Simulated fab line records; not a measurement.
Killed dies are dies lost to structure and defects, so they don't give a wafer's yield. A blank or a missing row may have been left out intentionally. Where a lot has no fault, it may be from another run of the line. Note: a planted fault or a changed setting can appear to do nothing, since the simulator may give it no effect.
fab line records	flow n5Finfet	part 1 of 2: steps 1 to 4 of 6
record: lots: 23	wafers: 69	lastDay: 18
route steps=1938 shown BEOL_M11@1554
lots untouched by any fault: they come from a run of this same line in which no faults occurred
startH: hours from the record's first day to the start of the lot's first wafer shown	waitH: time in hours since the lot's previous step	" repeats the value in the row above	L1.1+2: a single row standing in for several wafers	- value missing, or start not given	* or withheld: withheld	< > ~ a bound
route shown NAME@n: a module of which the file shows steps, and the number in the route of the first	usual: average and standard deviation across the fault-free wafers	same: alike in all rows	chamber/n: place in a boat	sites: per-site readings	_std_site: the standard deviation of these	_edge_site: inner sites' mean taken away from outer sites' mean	radiusMm: for every site, how far away it sits from the centre of the wafer	mask NAME#n: copy n	behind: the most recent tool/chamber to have shaped the wafer	hold: why the lot went on hold/how many hours it stayed there/how the hold came to an end	device: names the non-switching transistor (n, p or np)	end of line: the tests these same wafers got at the end of their route	a step with no rows: only its recipe	killed: the dies lost at the first sort to structure and to defects; this is not the yield of the wafer	map: shows each die of a wafer: x if killed, . if not, _ if none is there
set.NAME: the run value of the setting; set.NAME@STEP: its run value at that earlier step	model.NAME: the simulator's own value behind a step, which no gauge read
the route's steps for a sample of lots (tables are steps, rows are wafers)
services: from which hour (startH, from the record's first day; less than 0 if before it) a tool's chamber was out of use, for how many hours, and why
== steps ==
step: N5_BEOL_M11_ETCH_62
recipe: chemistry: N2/H2	target: SOC	targetDepthA: 1100	overetchA: 220	maskMaterial: SiARC	tempC: 40	timeS: 165	ionEnergyEv: 200	pressureMtorr: 30	sourceW: 840	biasW: 150	n2FlowSccm: 200	h2FlowSccm: 200
usual: drypumpMotorCurrentA: 5.7/0.5	n2FlowSccm: 199.9/0.65	oesProductAu: 0.67/0.066	rfVppV: 523.4/2.1	showerheadPlenumPTorr: 2.53/0.082	throttleValvePct: 17.87/0.28
lot.wafer	tool	chamber	startH	waitH	drypumpMotorCurrentA	n2FlowSccm	oesProductAu	rfHoursCounterH	rfVppV	showerheadPlenumPTorr	throttleValvePct
L074.1	rieDiel-02	0	244.77	0.0	6.0	199.2	0.62	192	522.6	2.50	18.10
L074.3	"	1	"	"	5.9	199.3	0.69	87	521.6	2.45	17.47
L074.5	"	1	"	"	5.9	198.8	0.69	-	523.2	2.45	17.47
L075.3	rieDiel-02	0	247.59	0.0	5.9	199.7	0.62	194	522.6	2.50	18.10
L075.4	"	0	"	"	6.0	199.6	0.62	-	524.5	2.50	18.11
L075.6	"	2	"	"	5.8	200.6	0.57	-	523.6	2.52	17.74
L076.1	rieDiel-02	0	258.50	0.0	6.0	201.7	0.62	198	522.3	2.50	18.11
L076.3	"	2	"	"	5.8	200.2	0.56	249	522.8	2.52	17.75
L076.6	"	2	"	"	5.8	199.8	0.57	-	522.7	2.52	17.74
L077.1	rieDiel-04	3	258.93	0.0	5.3	200.7	0.59	232	525.3	2.64	17.93
L077.3	"	2	"	"	6.1	199.9	0.57	245	525.7	2.63	18.48
L077.5	"	0	"	"	5.6	200.3	0.77	-	524.0	2.49	17.97
L078.2	rieDiel-04	2	266.39	0.0	6.1	199.8	0.57	247	525.0	2.63	18.49
L078.4	"	1	"	"	6.5	199.5	0.64	133	524.9	2.55	17.52
L078.5	"	1	"	"	6.5	200.2	0.65	-	524.5	2.55	17.52
L079.3	rieDiel-02	1	266.61	0.0	5.9	199.4	0.68	94	521.7	2.45	17.48
L079.4	"	3	"	"	5.1	201.0	0.64	-	521.2	2.42	18.16
L079.6	"	1	"	"	5.9	200.5	0.68	-	521.1	2.45	17.47
L080.1	rieDiel-02	1	267.44	0.0	5.9	199.2	0.68	94	522.0	2.45	17.50
L080.2	"	0	"	"	6.0	200.1	0.63	200	523.1	2.50	18.11
L080.6	"	1	"	"	5.9	199.6	0.68	-	520.7	2.45	17.50
L081.2	rieDiel-04	0	287.08	0.1	5.6	199.2	0.76	25	521.5	2.49	17.98
L081.4	"	1	"	"	6.5	199.3	0.64	-	524.2	2.54	17.52
L081.5	"	1	"	"	6.5	200.5	0.64	-	525.0	2.54	17.54
L082.2	rieDiel-06	3	289.11	0.0	5.3	200.4	0.61	209	520.5	2.42	18.31
L082.4	"	2	"	"	4.8	199.8	0.74	35	526.1	2.60	17.55
L082.6	"	0	"	"	5.3	199.9	0.68	-	522.6	2.47	18.11
L084.1	rieDiel-04	0	296.91	0.1	5.6	200.7	0.75	29	523.0	2.49	17.98
L084.3	"	1	"	"	6.5	200.7	0.64	-	522.9	2.54	17.55
L084.4	"	0	"	"	5.6	200.2	0.75	-	521.6	2.49	18.00
L083.2	rieDiel-06	3	297.83	0.0	5.3	200.0	0.60	211	520.8	2.42	18.31
L083.4	"	0	"	"	5.3	200.3	0.68	98	522.3	2.46	18.10
L083.5	"	3	"	"	5.3	200.3	0.60	-	521.2	2.42	18.32
L087.2	rieDiel-06	2	320.76	0.0	4.8	200.4	0.72	45	524.1	2.59	17.56
L087.4	"	1	"	"	5.1	200.0	0.75	29	527.7	2.72	17.68
L087.6	"	1	"	"	5.2	199.9	0.75	-	527.0	2.72	17.68
L088.2	rieDiel-02	3	321.18	0.0	5.0	199.1	0.63	172	521.4	2.42	18.19
L088.3	"	1	"	"	5.9	200.7	0.67	113	520.2	2.44	17.51
L088.5	"	0	"	"	6.0	199.4	0.60	-	522.0	2.49	18.14
L086.1	rieDiel-04	3	321.65	0.0	5.3	200.6	0.58	245	526.3	2.63	17.96
L086.2	"	2	"	"	6.1	199.9	0.80	5	525.0	2.63	17.96
L086.5	"	3	"	"	5.3	200.4	0.58	-	525.2	2.63	17.95
L089.2	rieDiel-04	1	324.51	0.0	6.5	200.0	0.64	154	522.7	2.54	17.56
L089.4	"	3	"	"	5.3	200.1	0.58	246	524.1	2.63	17.97
L089.6	"	0	"	"	5.6	199.6	0.74	-	521.7	2.48	18.01
L091.2	rieDiel-06	0	331.44	0.0	5.4	201.0	0.67	110	520.9	2.46	18.14
L091.4	"	2	"	"	4.8	200.0	0.72	-	526.1	2.59	17.57
L091.6	"	0	"	"	5.3	200.5	0.67	-	520.5	2.46	18.13
L090.1	rieDiel-02	0	337.18	0.0	6.0	198.8	0.61	225	522.7	2.49	18.17
L090.5	"	1	"	"	5.9	200.8	0.66	-	520.5	2.44	17.52
L090.6	"	0	"	"	6.0	199.9	0.61	-	522.0	2.49	18.17
L092.2	rieDiel-04	1	346.52	0.0	6.5	199.5	0.63	162	522.3	2.53	17.57
L092.5	"	1	"	"	6.5	199.3	0.62	-	524.7	2.53	17.58
L092.6	"	0	"	"	5.6	199.7	0.73	-	522.1	2.48	18.04
L093.3	rieDiel-04	2	348.99	0.0	6.1	199.7	0.77	16	527.4	2.62	17.98
L093.4	"	0	"	"	5.6	200.4	0.72	-	522.3	2.48	18.02
L093.5	"	2	"	"	6.1	200.3	0.77	-	523.7	2.62	18.00
L094.4	rieDiel-04	1	359.51	0.1	6.5	199.0	0.63	-	523.1	2.53	17.57
L094.5	"	0	"	"	5.6	201.3	0.73	-	524.6	2.48	18.03
L094.6	"	2	"	"	6.2	199.4	0.76	-	524.6	2.62	18.00
L095.1	rieDiel-06	0	368.81	0.0	5.3	200.2	0.66	120	522.2	2.46	18.15
L095.5	"	1	"	"	5.2	199.8	0.73	-	527.6	2.71	17.73
L095.6	"	2	"	"	4.8	200.0	0.71	-	525.7	2.58	17.60
L097.1	rieDiel-02	3	385.12	0.0	5.0	200.8	0.61	190	520.7	2.41	18.22
L097.4	"	1	"	"	5.9	199.9	0.65	133	521.4	2.44	17.56
L097.5	"	1	"	"	5.9	199.9	0.65	-	522.2	2.44	17.55
L096.1	rieDiel-06	2	391.06	0.0	4.8	199.9	0.70	72	524.3	2.58	17.61
L096.2	"	3	"	"	5.3	199.1	0.59	237	519.2	2.41	18.36
L096.3	"	0	"	"	5.3	199.3	0.66	126	521.5	2.45	18.15
step: N5_BEOL_M11_HM_OPEN_17
recipe: chemistry: Cl2/BCl3	targetDepthA: 200	overetchA: 60	target: TiN	maskMaterial: SOC	ionEnergyEv: 150	pressureMtorr: 10	icpW: 1000	biasW: 126	Cl2_flow_sccm: 53.25	bcl3FlowSccm: 21.75	Ar_flow_sccm: 25
usual: drypumpMotorCurrentA: 5.7/0.54	oesProductAu: 0.68/0.086	throttleValvePct: 22.03/0.28
lot.wafer	tool	chamber	startH	waitH	drypumpMotorCurrentA	oesProductAu	rfHoursCounterH	throttleValvePct
L074.1	rieMetal-03	1	244.96	0.0	5.8	0.54	111	21.68
L074.3	"	0	"	"	4.7	0.61	-	22.01
L074.5	"	1	"	"	5.8	0.54	-	21.68
L075.3	rieMetal-01	0	247.81	0.1	6.4	0.77	-	22.10
L075.4	"	1	"	"	5.9	0.68	-	22.20
L075.6	"	1	"	"	5.9	0.68	-	22.21
L076.1	rieMetal-02	1	258.69	0.0	5.4	0.73	20	21.90
L076.3	"	0	"	"	5.7	0.54	-	22.50
L076.6	"	0	"	"	5.8	0.54	-	22.49
L077.1	rieMetal-01	1	259.12	0.0	5.9	0.67	32	22.21
L077.3	"	1	"	"	5.9	0.67	-	22.23
L077.5	"	1	"	"	5.9	0.68	-	22.21
L078.2	rieMetal-02	0	266.57	0.0	5.7	0.54	114	22.51
L078.4	"	0	"	"	5.7	0.54	-	22.51
L078.5	"	1	"	"	5.4	0.72	-	21.92
L079.3	rieMetal-02	1	266.83	0.1	5.5	0.72	-	21.92
L079.4	"	0	"	"	5.8	0.53	-	22.50
L079.6	"	0	"	"	5.7	0.53	-	22.51
L080.1	rieMetal-02	0	267.69	0.1	5.7	0.53	114	22.52
L080.2	"	1	"	"	5.4	0.73	21	21.88
L080.6	"	0	"	"	5.8	0.54	-	22.51
L081.2	rieMetal-03	0	287.35	0.0	4.7	0.60	72	22.02
L081.4	"	0	"	"	4.7	0.60	-	22.04
L081.5	"	1	"	"	5.8	0.53	-	21.68
L082.2	rieMetal-01	1	289.31	0.0	5.9	0.67	33	22.20
L082.4	"	1	"	"	5.9	0.67	-	22.20
L082.6	"	0	"	"	6.4	0.76	-	22.11
L084.1	rieMetal-01	1	297.18	0.0	5.9	0.66	34	22.20
L084.3	"	1	"	"	5.9	0.67	-	22.20
L084.4	"	0	"	"	6.4	0.75	-	22.11
L083.2	rieMetal-01	0	298.02	0.0	6.4	0.77	8	22.12
L083.4	"	0	"	"	6.4	0.75	-	22.12
L083.5	"	0	"	"	6.4	0.76	-	22.11
L087.2	rieMetal-03	0	320.98	0.1	4.8	0.59	-	22.05
L087.4	"	0	"	"	4.7	0.59	-	22.02
L087.6	"	0	"	"	4.7	0.60	-	22.01
L088.2	rieMetal-01	0	321.37	0.0	6.4	0.75	11	22.12
L088.3	"	0	"	"	6.4	0.74	-	22.10
L088.5	"	0	"	"	6.4	0.75	-	22.09
L086.1	rieMetal-01	0	321.84	0.0	6.4	0.75	11	22.11
L086.2	"	1	"	"	5.9	0.67	37	22.19
L086.5	"	1	"	"	5.9	0.66	-	22.21
L089.2	rieMetal-01	1	324.70	0.0	5.9	0.66	38	22.21
L089.4	"	1	"	"	5.8	0.65	-	22.24
L089.6	"	0	"	"	6.4	0.75	-	22.09
L091.2	rieMetal-03	1	331.63	0.0	5.8	0.82	1	21.37
L091.4	"	0	"	"	4.7	0.59	-	22.06
L091.6	"	0	"	"	4.7	0.59	-	22.03
L090.1	rieMetal-03	1	337.38	0.0	5.8	0.81	1	21.38
L090.5	"	1	"	"	5.8	0.79	-	21.39
L090.6	"	0	"	"	4.8	0.59	-	22.05
L092.2	rieMetal-03	1	346.71	0.0	5.8	0.80	2	21.39
L092.5	"	0	"	"	4.7	0.58	-	22.05
L092.6	"	1	"	"	5.8	0.79	-	21.40
L093.3	rieMetal-03	0	349.20	0.1	4.7	0.59	-	22.04
L093.4	"	1	"	"	5.8	0.79	-	21.38
L093.5	"	0	"	"	4.7	0.58	-	22.03
L094.4	rieMetal-02	1	359.66	0.1	5.4	0.70	-	21.93
L094.5	"	1	"	"	5.4	0.71	-	21.90
L094.6	"	0	"	"	5.7	0.79	-	22.11
L095.1	rieMetal-01	0	369.00	0.0	6.4	0.72	16	22.12
L095.5	"	1	"	"	5.9	0.65	-	22.23
L095.6	"	0	"	"	6.4	0.73	-	22.12
L097.1	rieMetal-02	1	385.31	0.0	5.4	0.69	34	21.95
L097.4	"	0	"	"	5.7	0.77	-	22.14
L097.5	"	0	"	"	5.8	0.77	-	22.14
L096.1	rieMetal-03	0	391.25	0.0	4.8	0.58	83	22.05
L096.2	"	1	"	"	5.8	0.77	6	21.40
L096.3	"	1	"	"	5.8	0.78	-	21.38
step: N5_BEOL_M11_CD_MEAS_28
recipe: targetCdNm: 70	landingEnergyEv: 500	detector: seInlens	polarity: opening
usual: cdNm: 70.3/1.4
lot.wafer	tool	chamber	startH	waitH	cdNm
L074.1	cdSem-01	0	245.73	-	73.3
L074.3	"	0	"	"	70.0
L074.5	"	0	"	"	69.2
L075.3	cdSem-02	0	249.82	-	70.3
L075.4	"	0	"	"	70.6
L075.6	"	0	"	"	73.0
L076.1	cdSem-02	0	259.32	-	72.8
L076.3	"	0	"	"	69.8
L076.6	"	0	"	"	68.9
L077.1	cdSem-01	0	260.24	-	71.4
L077.3	"	0	"	"	70.5
L077.5	"	0	"	"	71.0
L079.3	cdSem-02	0	271.58	-	74.0
L079.4	"	0	"	"	72.2
L079.6	"	0	"	"	71.7
L078.2	cdSem-03	0	271.62	-	70.5
L078.4	"	0	"	"	72.3
L078.5	"	0	"	"	71.6
L080.1	cdSem-03	0	271.67	-	73.3
L080.2	"	0	"	"	72.0
L080.6	"	0	"	"	69.6
L081.2	cdSem-02	0	288.20	-	69.2
L081.4	"	0	"	"	69.1
L081.5	"	0	"	"	67.9
L082.2	cdSem-02	0	292.26	-	68.5
L082.4	"	0	"	"	69.0
L082.6	"	0	"	"	69.5
L083.2	cdSem-02	0	300.83	-	71.6
L083.4	"	0	"	"	69.9
L083.5	"	0	"	"	70.9
L084.1	cdSem-02	0	301.00	-	68.9
L084.3	"	0	"	"	68.6
L084.4	"	0	"	"	67.6
L087.2	cdSem-02	0	324.07	-	70.4
L087.4	"	0	"	"	68.3
L087.6	"	0	"	"	68.7
L088.2	cdSem-03	0	324.29	-	72.5
L088.3	"	0	"	"	72.3
L088.5	"	0	"	"	72.0
L086.1	cdSem-03	0	324.46	-	71.0
L086.2	"	0	"	"	72.1
L086.5	"	0	"	"	71.1
L089.2	cdSem-03	0	325.57	-	69.3
L089.4	"	0	"	"	68.6
L089.6	"	0	"	"	68.9
L091.2	cdSem-01	0	334.94	-	70.5
L091.4	"	0	"	"	71.9
L091.6	"	0	"	"	69.2
L090.1	cdSem-01	0	338.90	-	68.7
L090.5	"	0	"	"	70.0
L090.6	"	0	"	"	70.0
L092.2	cdSem-02	0	347.50	-	68.5
L092.5	"	0	"	"	69.9
L092.6	"	0	"	"	70.3
L093.3	cdSem-01	0	353.37	-	67.6
L093.4	"	0	"	"	69.4
L093.5	"	0	"	"	67.1
L094.4	cdSem-03	0	360.75	-	70.0
L094.5	"	0	"	"	68.6
L094.6	"	0	"	"	71.2
L095.1	cdSem-03	0	370.90	-	71.4
L095.5	"	0	"	"	68.9
L095.6	"	0	"	"	70.2
L097.1	cdSem-03	0	389.31	-	68.9
L097.4	"	0	"	"	69.2
L097.5	"	0	"	"	70.3
L096.1	cdSem-03	0	392.44	-	72.2
L096.2	"	0	"	"	69.7
L096.3	"	0	"	"	71.3
step: N5_BEOL_M11_ETCH_41
recipe: chemistry: CH3F/O2	target: SiCN	targetDepthA: 426	taperDeg: 2	timeS: 86	ionEnergyEv: 120	maskMaterial: TiN	pressureMtorr: 30	sourceW: 395	biasW: 75	Ar_flow_sccm: 150	CH3F_flow_sccm: 30	O2_flow_sccm: 20
usual: O2_flow_sccm: 20.00/0.054	drypumpMotorCurrentA: 5.6/0.5	oesProductAu: 0.79/0.081	rfVppV: 297.1/1.4	showerheadPlenumPTorr: 1.99/0.064	throttleValvePct: 16.3/0.32
lot.wafer	tool	chamber	startH	waitH	O2_flow_sccm	drypumpMotorCurrentA	oesProductAu	rfHoursCounterH	rfVppV	showerheadPlenumPTorr	throttleValvePct
L074.1	rieDiel-02	0	-	-	20.03	5.9	0.74	193	297.9	1.99	16.7
L074.3	"	2	"	"	20.05	5.7	0.66	246	297.0	1.96	16.1
L074.5	"	0	"	"	20.01	6.0	0.73	-	297.2	1.99	16.7
L075.3	rieDiel-04	1	-	-	19.96	6.5	0.77	127	297.8	1.99	16.0
L075.4	"	0	"	"	20.05	5.6	0.91	12	297.2	1.96	16.3
L075.6	"	2	"	"	20.02	6.1	0.68	-	299.2	2.06	16.8
L076.1	rieDiel-06	0	-	-	19.99	5.3	0.80	86	295.6	1.94	16.5
L076.3	"	2	"	"	20.06	4.8	0.88	25	297.5	2.06	16.1
L076.6	"	2	"	"	20.05	4.8	0.88	-	297.7	2.06	16.1
L077.1	rieDiel-02	2	-	-	20.08	5.8	0.65	249	296.1	1.96	16.2
L077.3	"	0	"	"	20.10	6.0	0.74	198	297.3	1.98	16.8
L077.5	"	0	"	"	19.93	6.0	0.73	-	296.3	1.98	16.7
L079.3	rieDiel-04	0	-	-	20.02	5.5	0.90	17	296.5	1.96	16.3
L079.4	"	1	"	"	19.99	6.5	0.77	135	297.3	1.98	16.0
L079.6	"	3	"	"	19.96	5.3	0.68	-	299.9	2.08	16.4
L078.2	rieDiel-02	3	-	-	19.90	5.0	0.75	155	296.5	1.93	16.9
L078.4	"	0	"	"	20.01	6.0	0.72	-	295.6	1.98	16.8
L078.5	"	1	"	"	20.09	5.9	0.80	-	295.8	1.93	16.0
L080.1	rieDiel-06	1	-	-	19.92	5.2	0.93	12	297.8	2.14	16.1
L080.2	"	3	"	"	20.07	5.3	0.70	202	294.1	1.91	16.7
L080.6	"	1	"	"	19.89	5.2	0.93	-	299.5	2.14	16.1
L081.2	rieDiel-02	2	-	-	20.01	5.7	0.97	3	296.3	1.95	15.8
L081.4	"	1	"	"	19.97	5.9	0.80	103	295.9	1.93	16.1
L081.5	"	3	"	"	19.99	5.0	0.75	-	297.2	1.93	16.9
L082.2	rieDiel-02	2	-	-	20.03	5.8	0.95	4	296.3	1.95	15.8
L082.4	"	3	"	"	20.03	5.1	0.76	163	297.7	1.93	16.9
L082.6	"	1	"	"	20.09	5.9	0.80	-	295.3	1.93	16.1
L083.2	rieDiel-06	1	-	-	20.04	5.1	0.90	22	299.6	2.13	16.1
L083.4	"	2	"	"	19.94	4.8	0.85	38	298.0	2.06	16.1
L083.5	"	1	"	"	20.05	5.1	0.91	-	299.5	2.13	16.1
L084.1	rieDiel-04	1	-	-	20.03	6.5	0.75	148	297.8	1.98	16.0
L084.3	"	3	"	"	20.02	5.3	0.68	240	297.9	2.07	16.4
L084.4	"	3	"	"	19.98	5.3	0.70	-	297.9	2.07	16.4
L087.2	rieDiel-02	1	-	-	19.95	5.9	0.79	115	295.3	1.93	16.1
L087.4	"	2	"	"	19.96	5.8	0.91	14	295.5	1.95	15.8
L087.6	"	3	"	"	20.06	5.1	0.74	-	294.6	1.92	16.9
L088.2	rieDiel-04	1	-	-	19.97	6.5	0.76	154	299.1	1.98	16.0
L088.3	"	0	"	"	20.00	5.6	0.87	37	297.5	1.95	16.4
L088.5	"	1	"	"	20.01	6.5	0.75	-	299.0	1.98	16.0
L086.1	rieDiel-02	2	-	-	20.06	5.8	0.92	14	296.0	1.95	15.8
L086.2	"	0	"	"	19.91	6.0	0.72	222	296.1	1.98	16.8
L086.5	"	1	"	"	19.98	5.9	0.80	-	295.7	1.93	16.1
L089.2	rieDiel-04	2	-	-	20.07	6.1	0.92	7	297.2	2.05	16.2
L089.4	"	0	"	"	20.05	5.5	0.86	38	296.5	1.95	16.4
L089.6	"	2	"	"	20.04	6.1	0.92	-	297.5	2.05	16.2
L091.2	rieDiel-04	2	-	-	20.05	6.1	0.91	9	297.3	2.05	16.3
L091.4	"	1	"	"	19.94	6.5	0.75	157	298.1	1.98	16.0
L091.6	"	2	"	"	20.01	6.1	0.92	-	299.5	2.05	16.3
L090.1	rieDiel-02	1	-	-	19.97	5.9	0.80	120	297.4	1.92	16.1
L090.5	"	0	"	"	19.98	5.9	0.71	-	297.5	1.97	16.8
L090.6	"	1	"	"	19.99	5.9	0.79	-	295.9	1.92	16.1
L092.2	rieDiel-06	1	-	-	19.94	5.1	0.89	39	300.3	2.13	16.1
L092.5	"	1	"	"	19.95	5.1	0.88	-	300.1	2.13	16.2
L092.6	"	0	"	"	20.01	5.3	0.78	-	296.8	1.93	16.5
L093.3	rieDiel-06	0	-	-	20.05	5.3	0.78	118	295.6	1.93	16.5
L093.4	"	0	"	"	20.00	5.3	0.77	-	295.2	1.93	16.5
L093.5	"	2	"	"	20.04	4.8	0.84	-	299.1	2.05	16.2
L094.4	rieDiel-04	1	-	-	19.90	6.5	0.74	-	296.7	1.97	16.1
L094.5	"	2	"	"	19.88	6.1	0.89	-	298.6	2.05	16.3
L094.6	"	0	"	"	19.96	5.6	0.84	-	294.9	1.95	16.4
L095.1	rieDiel-06	1	-	-	19.90	5.1	0.86	47	299.4	2.12	16.2
L095.5	"	1	"	"	20.01	5.1	0.86	-	299.4	2.12	16.1
L095.6	"	2	"	"	20.11	4.8	0.82	-	299.0	2.05	16.2
L097.1	rieDiel-04	2	-	-	20.01	6.1	0.88	30	298.2	2.05	16.3
L097.4	"	2	"	"	19.92	6.1	0.87	-	299.8	2.05	16.3
L097.5	"	3	"	"	19.96	5.3	0.95	-	299.0	2.07	16.0
L096.1	rieDiel-04	0	-	-	19.97	5.5	0.83	60	296.3	1.95	16.4
L096.2	"	2	"	"	19.93	6.1	0.88	31	297.7	2.05	16.3
L096.3	"	3	"	"	19.93	5.2	0.94	9	296.3	2.07	16.0
